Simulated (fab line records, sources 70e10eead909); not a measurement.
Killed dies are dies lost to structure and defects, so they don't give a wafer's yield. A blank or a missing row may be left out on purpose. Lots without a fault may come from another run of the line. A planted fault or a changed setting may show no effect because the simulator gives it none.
Which tool did it? | flow nand_harc | 11 lots, 33 wafers sampled, at 6 steps of a route of 1302

WHAT THE GAUGES READ, wafer by wafer
NHARC_P_BONDPAD_INSPECT_23. Usual: raw_defect_count 329, standard deviation 130.
lot  | measured     | on                | raw_defect_count | flag
L260 | day 6 21:14  | defect_inspect-02 | 356 192 356      |
L262 | day 7 10:23  | defect_inspect-02 | 273 370 330      |
L264 | day 8 18:08  | defect_inspect-01 | 437 337 579      |
L265 | day 8 19:02  | defect_inspect-02 | 194 241 181      |
L275 | day 12 15:37 | defect_inspect-02 | 399 326 447      |
L274 | day 12 16:26 | defect_inspect-02 | 262 273 175      |
L278 | day 14 02:52 | defect_inspect-02 | 352 207 381      |
L281 | day 15 07:07 | defect_inspect-02 | 329 268 305      |
L280 | day 15 07:35 | defect_inspect-02 | 249 264 292      |
L282 | day 15 23:41 | defect_inspect-01 | 413 243 323      |
L283 | day 16 04:53 | defect_inspect-01 | 231 233 332      |

NHARC_A_SOURCE_PLATE_INSPECT_08. Usual: raw_defect_count 62, standard deviation 24.
lot  | measured     | on                | raw_defect_count | flag
L260 | day 7 19:55  | defect_inspect-02 | 83 48 68         |
L262 | day 8 11:02  | defect_inspect-01 | 65 32 68         |
L264 | day 9 17:19  | defect_inspect-02 | 57 84 45         |
L265 | day 9 17:19  | defect_inspect-01 | 62 70 37         |
L275 | day 13 13:46 | defect_inspect-01 | 810 805 876      | OFF
L274 | day 13 13:49 | defect_inspect-01 | 759 795 813      | OFF
L278 | day 15 03:51 | defect_inspect-02 | 80 30 52         |
L281 | day 16 06:59 | defect_inspect-02 | 77 42 76         |
L280 | day 16 07:02 | defect_inspect-01 | 57 44 93         |
L282 | day 16 22:53 | defect_inspect-02 | 66 38 70         |
L283 | day 17 04:44 | defect_inspect-02 | 103 81 104       |

NHARC_END_SORT_01. Usual: killed_at_array 52, standard deviation 19; killed_at_other 0.9, standard deviation 1.3; killed_at_periphery 4, standard deviation 3.1; killed_dies 57, standard deviation 18; killed_open 3.2, standard deviation 1.7; killed_short 2.3, standard deviation 1.4.
lot  | measured     | on        | killed_at_array | killed_at_other | killed_at_periphery | killed_dies | killed_open | killed_short | flag
L275 | day 30 00:44 | prober-01 | 455 454 458     | 0 0 0           | 4 4 8               | 459 458 466 | 1 1 4       | 1 4 2        | OFF
L274 | day 30 00:45 | prober-02 | 445 479 451     | 0 0 0           | 1 2 0               | 446 481 451 | 3 4 4       | 2 4 1        | OFF

WHICH TOOL RAN EACH LOT (tool, then ch and the chambers of the sampled wafers, then the start)
lot  | NHARC_P_BONDPAD_STRIP_15           | NHARC_P_BONDPAD_ETCH_24                       | NHARC_A_SOURCE_PLATE_OXIDE_02
L260 | rie_diel-03 ch 0,1,2, day 6 19:05  | rie_diel-03 ch 1,2,3, day 6 21:14 or earlier  | furnace-08 ch 0, day 7 03:14
L262 | rie_diel-06 ch 1,3, day 7 08:14    | rie_diel-06 ch 0,1,2, day 7 10:23 or earlier  | furnace-04 ch 0, day 7 18:31
L264 | rie_diel-06 ch 1,2,3, day 8 15:55  | rie_diel-06 ch 0,2, day 8 18:08 or earlier    | furnace-08 ch 0, day 9 00:14
L265 | rie_diel-07 ch 0,1, day 8 16:49    | rie_diel-07 ch 0,1,2, day 8 19:02 or earlier  | furnace-08 ch 0, day 9 00:14
L275 | rie_diel-03 ch 0,3, day 12 13:28   | rie_diel-03 ch 1,2,3, day 12 15:37 or earlier | furnace-07 ch 0, day 12 21:10
L274 | rie_diel-03 ch 2,3, day 12 14:17   | rie_diel-03 ch 0,2,3, day 12 16:26 or earlier | furnace-07 ch 0, day 12 21:10
L278 | rie_diel-03 ch 0,2,3, day 14 00:42 | rie_diel-03 ch 0,2,3, day 14 02:52 or earlier | furnace-08 ch 0, day 14 10:50
L281 | rie_diel-06 ch 0,3, day 15 04:58   | rie_diel-06 ch 1,2,3, day 15 07:07 or earlier | furnace-08 ch 0, day 15 13:07
L280 | rie_diel-03 ch 1,2,3, day 15 05:25 | rie_diel-03 ch 0,2,3, day 15 07:35 or earlier | furnace-08 ch 0, day 15 13:07
L282 | rie_diel-07 ch 0,1, day 15 21:32   | rie_diel-07 ch 0,2, day 15 23:41 or earlier   | furnace-08 ch 0, day 16 05:45
L283 | rie_diel-06 ch 1,2,3, day 16 02:45 | rie_diel-06 ch 0,1,3, day 16 04:53 or earlier | furnace-07 ch 0, day 16 11:52
- NHARC_P_BONDPAD_STRIP_15: strips in O2.
- NHARC_P_BONDPAD_ETCH_24: etches the open film in CF4/N2, target depth 30 nm, time 72.99 s.
- NHARC_A_SOURCE_PLATE_OXIDE_02: material SiO2, target thk 10 nm, ox time 1362 s.

WHAT THE TOOLS THEMSELVES READ (means of the sampled wafers that have a number; where no wafer has one, the mark that the record gives instead)
NHARC_P_BONDPAD_STRIP_15. Usual: drypump_motor_current_A 5.6 A, standard deviation 0.4; oes_product_au 1.000 a.u., standard deviation 0.015; rf_vpp_V 57.8 V, standard deviation 0.81; showerhead_plenum_p_Torr 3.53 Torr, standard deviation 0.16; throttle_valve_pct 17.036 %, standard deviation 0.0096.
lot  | tool        | drypump_motor_current_A (A) | oes_product_au (a.u.) | rf_vpp_V (V) | showerhead_plenum_p_Torr (Torr) | throttle_valve_pct (%) | flag
L260 | rie_diel-03 | 5.6                         | 0.987                 | 57.4         | 3.44                            | 17.032                 |
L262 | rie_diel-06 | 5.4                         | 1.000                 | 58.4         | 3.65                            | 17.037                 |
L264 | rie_diel-06 | 5.6                         | 1.005                 | 57.2         | 3.52                            | 17.044                 |
L265 | rie_diel-07 | 5.4                         | 0.995                 | 57.6         | 3.54                            | 17.036                 |
L275 | rie_diel-03 | 5.7                         | 1.003                 | 58.6         | 3.58                            | 17.025                 |
L274 | rie_diel-03 | 5.3                         | 1.006                 | 57.8         | 3.68                            | 17.040                 |
L278 | rie_diel-03 | 5.5                         | 0.985                 | 57.6         | 3.55                            | 17.033                 |
L281 | rie_diel-06 | 5.5                         | 1.006                 | 58.1         | 3.66                            | 17.040                 |
L280 | rie_diel-03 | 5.4                         | 1.001                 | 58.5         | 3.56                            | 17.041                 |
L282 | rie_diel-07 | 5.6                         | 0.991                 | 58.1         | 3.59                            | 17.041                 |
L283 | rie_diel-06 | 5.6                         | 1.006                 | 57.8         | 3.52                            | 17.032                 |

NHARC_P_BONDPAD_ETCH_24. Usual: cf4_flow_sccm 50.01 sccm, standard deviation 0.16; drypump_motor_current_A 5.6 A, standard deviation 0.41; oes_product_au 0.997 a.u., standard deviation 0.013; rf_vpp_V 314.0 V, standard deviation 2.1; showerhead_plenum_p_Torr 2.61 Torr, standard deviation 0.12; throttle_valve_pct 19.795 %, standard deviation 0.0086.
lot  | tool        | cf4_flow_sccm (sccm) | drypump_motor_current_A (A) | oes_product_au (a.u.) | rf_vpp_V (V) | showerhead_plenum_p_Torr (Torr) | throttle_valve_pct (%) | flag
L260 | rie_diel-03 | 49.84                | 5.4                         | 1.008                 | 315.1        | 2.66                            | 19.789                 |
L262 | rie_diel-06 | 49.89                | 5.8                         | 1.003                 | 313.3        | 2.53                            | 19.805                 |
L264 | rie_diel-06 | 50.04                | 5.8                         | 1.002                 | 312.8        | 2.54                            | 19.793                 |
L265 | rie_diel-07 | 50.14                | 5.4                         | 1.001                 | 315.5        | 2.69                            | 19.787                 |
L275 | rie_diel-03 | 49.91                | 5.4                         | 1.000                 | 314.5        | 2.65                            | 19.790                 |
L274 | rie_diel-03 | 50.08                | 5.4                         | 1.001                 | 314.1        | 2.64                            | 19.792                 |
L278 | rie_diel-03 | 49.96                | 5.4                         | 0.984                 | 314.7        | 2.64                            | 19.791                 |
L281 | rie_diel-06 | 49.89                | 5.6                         | 0.998                 | 314.0        | 2.62                            | 19.795                 |
L280 | rie_diel-03 | 50.10                | 5.4                         | 0.987                 | 314.3        | 2.64                            | 19.799                 |
L282 | rie_diel-07 | 49.93                | 5.5                         | 1.005                 | 316.6        | 2.75                            | 19.800                 |
L283 | rie_diel-06 | 50.11                | 5.7                         | 1.009                 | 312.9        | 2.62                            | 19.793                 |

NHARC_A_SOURCE_PLATE_OXIDE_02. Usual: spike_tc_bottom_C 915 C, standard deviation 4.3.
lot  | tool       | spike_tc_bottom_C (C) | flag
L260 | furnace-08 | 911                   |
L262 | furnace-04 | 922                   |
L264 | furnace-08 | 912                   |
L265 | furnace-08 | 911                   |
L275 | furnace-07 | 919                   |
L274 | furnace-07 | 917                   |
L278 | furnace-08 | 911                   |
L281 | furnace-08 | 911                   |
L280 | furnace-08 | 911                   |
L282 | furnace-08 | 910                   |
L283 | furnace-07 | 919                   |

THE ANSWER, worked out from the rows above alone
Rule: a lot is off if the mean of its wafers that have a number lies more than 3 standard deviations from the usual mean. A lot without any number at a reading at which 4 lots or more have one is off too. The other lots that the step has rows for count as sound. The gauges are gone through in route order, then the tools' own readings, and for those a lot's mean is taken as printed above. The first step at which some lot is off is used, and at that step the reading that is off furthest; a lot without a number counts as furthest.
Off: L275, L274, at NHARC_A_SOURCE_PLATE_INSPECT_08 (raw_defect_count).
A tool fits if, at a process step before that reading, it ran every lot that is off, and no sound lot after the first of them. The gauges at NHARC_A_SOURCE_PLATE_INSPECT_08 aren't tried: what is off there is off at NHARC_END_SORT_01 too, on other tools, and a gauge's error can't cause that. NHARC_P_BONDPAD_ETCH_24 gives no start for some lots, so the hours and the order of its lots are those of NHARC_P_BONDPAD_INSPECT_23. None of those tried fits.

WHAT THE SIMULATOR HAD PUT IN
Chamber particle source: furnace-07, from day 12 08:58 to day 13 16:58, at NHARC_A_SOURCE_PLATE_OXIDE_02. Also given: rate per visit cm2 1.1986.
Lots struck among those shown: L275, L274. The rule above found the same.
